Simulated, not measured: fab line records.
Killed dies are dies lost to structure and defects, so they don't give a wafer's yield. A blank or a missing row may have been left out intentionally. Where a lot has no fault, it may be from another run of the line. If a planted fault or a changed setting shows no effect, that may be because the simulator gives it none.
Matching of chambers | flow nand harc | NHARC_P_BONDPAD_CMP_32 on cmp-04 has 4 sister chambers
The step polishes SiCN, target thk 200 nm. 4 wafers are shown with their chamber, then 10 later ones without.

== WAFERS, EACH WITH ITS CHAMBER ==
wafer  | chamber | motor current A (A)
L085.2 | 3       | 11.1
L089.4 | 1       | 12.5
L091.1 | 2       | 12.3
L091.3 | 0       | 9.8

== WAFERS WHOSE CHAMBER IS MISSING ==
wafer  | motor current A (A)
L091.4 | 10.9
L092.1 | 10.4
L092.2 | 12.1
L092.5 | 10.8
L094.1 | 11.2
L094.4 | 10.0
L094.5 | 10.5
L097.1 | 12.0
L097.4 | 10.2
L097.5 | 12.6

== CHAMBER TAKEN BY EACH ==
wafer  | from the rows above          | in truth
L091.4 | 3                            | 3
L092.1 | can't be placed: 0 or 3      | 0
L092.2 | can't be placed: 2 or 1      | 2
L092.5 | 3                            | 3
L094.1 | 3                            | 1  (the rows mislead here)
L094.4 | 0                            | 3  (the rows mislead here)
L094.5 | can't be placed: 3 or 0      | 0
L097.1 | can't be placed: 2 or 1 or 3 | 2
L097.4 | can't be placed: 0 or 3      | 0
L097.5 | can't be placed: 1 or 2      | 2
Placed correctly: 2 of 10. Can't be placed from these rows: 6 (the true chamber is among the candidates in 6). Placed wrongly: 2.
How it was worked out, from the rows above alone: a wafer's distance from a chamber is the root of the sum, over the readings, of the square of ((its reading less the chamber's mean) divided by the reading's scatter). The wafer belongs to the nearest chamber; if the next one is less than 2 further off, it can't be placed. Each chamber's mean is taken over the wafers shown for it. The scatter (one wafer shown for each chamber): square how far every hidden wafer sits from the nearest shown wafer, average those squares and take the square root.
